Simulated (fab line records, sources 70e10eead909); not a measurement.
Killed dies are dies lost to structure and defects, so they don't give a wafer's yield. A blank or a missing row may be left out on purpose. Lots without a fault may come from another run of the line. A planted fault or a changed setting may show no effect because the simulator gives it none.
Which tool did it? | flow nand_harc | 12 lots, 36 wafers sampled, at 6 steps of a route of 1302

WHAT THE GAUGES READ, wafer by wafer
NHARC_A_ONON_D1_THK_MEAS_05: measures by ellipsometry.
lot  | measured     | on            | thk_nm (nm)
L359 | day 8 04:11  | film_metro-01 | 999 1000 997
L360 | day 8 12:23  | film_metro-01 | 1009 1009 1009
L367 | day 10 20:37 | film_metro-01 | 1527 1526 1526
L368 | day 11 20:38 | film_metro-01 | 1521 1522 1522
L371 | day 12 18:25 | film_metro-01 | 1012 1013 1015
L374 | day 14 08:51 | film_metro-02 | 1007 1004 1003
L375 | day 15 04:22 | film_metro-02 | 983 982 982
L376 | day 15 04:20 | film_metro-01 | 1011 1010 1009
L377 | day 15 11:43 | film_metro-02 | 989 991 990
L380 | day 16 16:56 | film_metro-01 | 999 997 998
L381 | day 16 17:05 | film_metro-01 | 1015 1017 1016
L382 | day 17 08:26 | film_metro-01 | 992 992 992

NHARC_END_SORT_01.
lot  | measured     | on        | killed_at_array | killed_at_other | killed_at_periphery | killed_dies | killed_open | killed_short
L367 | day 26 22:04 | prober-01 | 669 669 671     | 0 1 0           | 8 7 6               | 677 677 677 | 2 3 3       | 6 5 6
L368 | day 28 09:17 | prober-01 | 674 671 672     | 0 3 1           | 3 3 4               | 677 677 677 | 2 2 5       | 3 1 1

WHICH TOOL RAN EACH LOT (tool, then ch and the chambers of the sampled wafers, then the start)
lot  | NHARC_P_M2_DEGAS_29          | NHARC_P_BONDPAD_ETCH_37            | NHARC_P_BONDPAD_ACTIVATE_29        | NHARC_A_ONON_D1_DEP_03
L359 | pvd_sputter-02, day 6 21:49  | rie_diel-10 ch 0,1,2, day 7 01:22  | rie_diel-10 ch 0,1,2, day 7 03:59  | pecvd_onon-03 ch 0, day 8 03:41
L360 | pvd_sputter-01, day 7 02:58  | rie_diel-10 ch 1,2,3, day 7 06:30  | rie_diel-12 ch 0,2,3, day 7 09:01  | pecvd_onon-02 ch 0, day 8 11:55
L367 | pvd_sputter-02, day 9 17:25  | rie_diel-12 ch 0,1,3, day 9 21:01  | rie_diel-12 ch 1,3, day 9 23:33    | pecvd_onon-02 ch 0, day 10 20:06
L368 | pvd_sputter-03, day 10 13:28 | rie_diel-12 ch 1,3, day 10 17:16   | rie_diel-12 ch 2,3, day 10 19:50   | pecvd_onon-02 ch 0, day 11 20:11
L371 | pvd_sputter-01, day 11 09:33 | rie_diel-12 ch 0,2,3, day 11 13:13 | rie_diel-01 ch 0,2,3, day 11 15:46 | pecvd_onon-03 ch 0, day 12 17:54
L374 | pvd_sputter-01, day 13 01:11 | rie_diel-10 ch 0,2, day 13 04:59   | rie_diel-01 ch 0,3, day 13 07:30   | pecvd_onon-01 ch 0, day 14 08:20
L375 | pvd_sputter-03, day 13 19:55 | rie_diel-01 ch 0,2,3, day 13 23:53 | rie_diel-12 ch 0,1,3, day 14 02:25 | pecvd_onon-01 ch 0, day 15 03:56
L376 | pvd_sputter-03, day 13 21:41 | rie_diel-12 ch 1,2,3, day 14 01:45 | rie_diel-10 ch 0,1,3, day 14 04:16 | pecvd_onon-03 ch 0, day 15 03:49
L377 | pvd_sputter-01, day 14 05:23 | rie_diel-12 ch 1,2, day 14 08:59   | rie_diel-12 ch 0,3, day 14 11:30   | pecvd_onon-03 ch 0, day 15 11:22
L380 | pvd_sputter-02, day 15 10:36 | rie_diel-10 ch 0,1, day 15 14:22   | rie_diel-10 ch 0,1, day 15 16:58   | pecvd_onon-03 ch 0, day 16 16:33
L381 | pvd_sputter-01, day 15 12:44 | rie_diel-10 ch 0,1,3, day 15 16:26 | rie_diel-01 ch 0,1,3, day 15 19:01 | pecvd_onon-01 ch 0, day 16 16:38
L382 | pvd_sputter-02, day 16 01:13 | rie_diel-12 ch 0,2,3, day 16 04:59 | rie_diel-12 ch 0,2, day 16 07:31   | pecvd_onon-02 ch 0, day 17 07:55
- NHARC_P_M2_DEGAS_29: time 60 s.
- NHARC_P_BONDPAD_ETCH_37: etches the open film in N2/H2, target depth 60 nm, overetch 18 nm, time 65.91 s.
- NHARC_P_BONDPAD_ACTIVATE_29: chemistry N2, time 60 s.
- NHARC_A_ONON_D1_DEP_03: target thk 1000 nm.

WHAT THE TOOLS THEMSELVES READ (means of the sampled wafers that have a number; where no wafer has one, the mark that the record gives instead)
NHARC_P_M2_DEGAS_29.
lot  | tool           | heater_power_w (W)
L359 | pvd_sputter-02 | 376
L360 | pvd_sputter-01 | 323
L367 | pvd_sputter-02 | 362
L368 | pvd_sputter-03 | 309
L371 | pvd_sputter-01 | 323
L374 | pvd_sputter-01 | 303
L375 | pvd_sputter-03 | 329
L376 | pvd_sputter-03 | 322
L377 | pvd_sputter-01 | 313
L380 | pvd_sputter-02 | 390
L381 | pvd_sputter-01 | 334
L382 | pvd_sputter-02 | 358

NHARC_P_BONDPAD_ETCH_37.
lot  | tool        | drypump_motor_current_A (A) | oes_product_au (a.u.) | rf_vpp_V (V) | showerhead_plenum_p_Torr (Torr) | throttle_valve_pct (%)
L359 | rie_diel-10 | 5.7                         | 0.995                 | 430.8        | 2.07                            | 14.178
L360 | rie_diel-10 | 5.6                         | 0.988                 | 431.5        | 2.08                            | 14.163
L367 | rie_diel-12 | 5.8                         | 0.989                 | 431.8        | 2.09                            | 14.174
L368 | rie_diel-12 | 5.6                         | 0.991                 | 430.6        | 2.02                            | 14.175
L371 | rie_diel-12 | 5.7                         | 0.994                 | 433.8        | 2.17                            | 14.171
L374 | rie_diel-10 | 5.8                         | 0.990                 | 432.6        | 2.13                            | 14.172
L375 | rie_diel-01 | 5.5                         | 1.003                 | 430.8        | 2.07                            | 14.178
L376 | rie_diel-12 | 5.5                         | 0.995                 | 431.8        | 2.10                            | 14.168
L377 | rie_diel-12 | 5.4                         | 1.008                 | 429.0        | 2.02                            | 14.171
L380 | rie_diel-10 | 5.7                         | 0.992                 | 432.6        | 2.12                            | 14.174
L381 | rie_diel-10 | 5.6                         | 0.991                 | 433.1        | 2.12                            | 14.178
L382 | rie_diel-12 | 5.7                         | 0.999                 | 434.1        | 2.17                            | 14.163

NHARC_P_BONDPAD_ACTIVATE_29.
lot  | tool        | drypump_motor_current_A (A) | oes_product_au (a.u.) | rf_vpp_V (V) | showerhead_plenum_p_Torr (Torr)
L359 | rie_diel-10 | 5.7                         | 0.989                 | 64.4         | 1.80
L360 | rie_diel-12 | 5.7                         | 1.001                 | 64.2         | 1.88
L367 | rie_diel-12 | 5.6                         | 0.989                 | 64.0         | 1.75
L368 | rie_diel-12 | 5.3                         | 0.999                 | 64.0         | 1.88
L371 | rie_diel-01 | 5.5                         | 1.006                 | 64.4         | 1.79
L374 | rie_diel-01 | 5.7                         | 1.002                 | 64.8         | 1.82
L375 | rie_diel-12 | 5.8                         | 0.983                 | 64.9         | 1.81
L376 | rie_diel-10 | 5.6                         | 0.989                 | 64.1         | 1.84
L377 | rie_diel-12 | 6.0                         | 0.990                 | 64.3         | 1.87
L380 | rie_diel-10 | 5.7                         | 0.992                 | 64.9         | 1.78
L381 | rie_diel-01 | 5.8                         | 1.000                 | 64.1         | 1.78
L382 | rie_diel-12 | 5.5                         | 1.017                 | 64.8         | 1.87

THE ANSWER, worked out from the rows above alone
Rule: what is usual is taken from the lots themselves. Put in order of their means at a reading, lots are off if they are a third of the lots or fewer, leave a main group of 4 or more, and stand apart from it by a gap of 3 or more times the standard deviation of the main group's means; of several such gaps the widest counts. A main group whose means are all the same, to the digits that the tables above print for the reading, isn't used. A lot without any number at a reading at which 4 lots or more have one is off too. The other lots that the step has rows for count as sound. The gauges are gone through in route order, then the tools' own readings, and for those a lot's mean is taken as printed above. The first step at which some lot is off is used, and at that step the reading that is off furthest; a lot without a number counts as furthest.
Off: L367, L368, at NHARC_A_ONON_D1_THK_MEAS_05 (thk_nm). The main group: mean 1001 nm, standard deviation 10.
A tool fits if, at a process step before that reading, it ran every lot that is off, and no sound lot after the first of them. The gauges at NHARC_A_ONON_D1_THK_MEAS_05 are tried like those tools. None of those tried fits.

WHAT THE SIMULATOR HAD PUT IN
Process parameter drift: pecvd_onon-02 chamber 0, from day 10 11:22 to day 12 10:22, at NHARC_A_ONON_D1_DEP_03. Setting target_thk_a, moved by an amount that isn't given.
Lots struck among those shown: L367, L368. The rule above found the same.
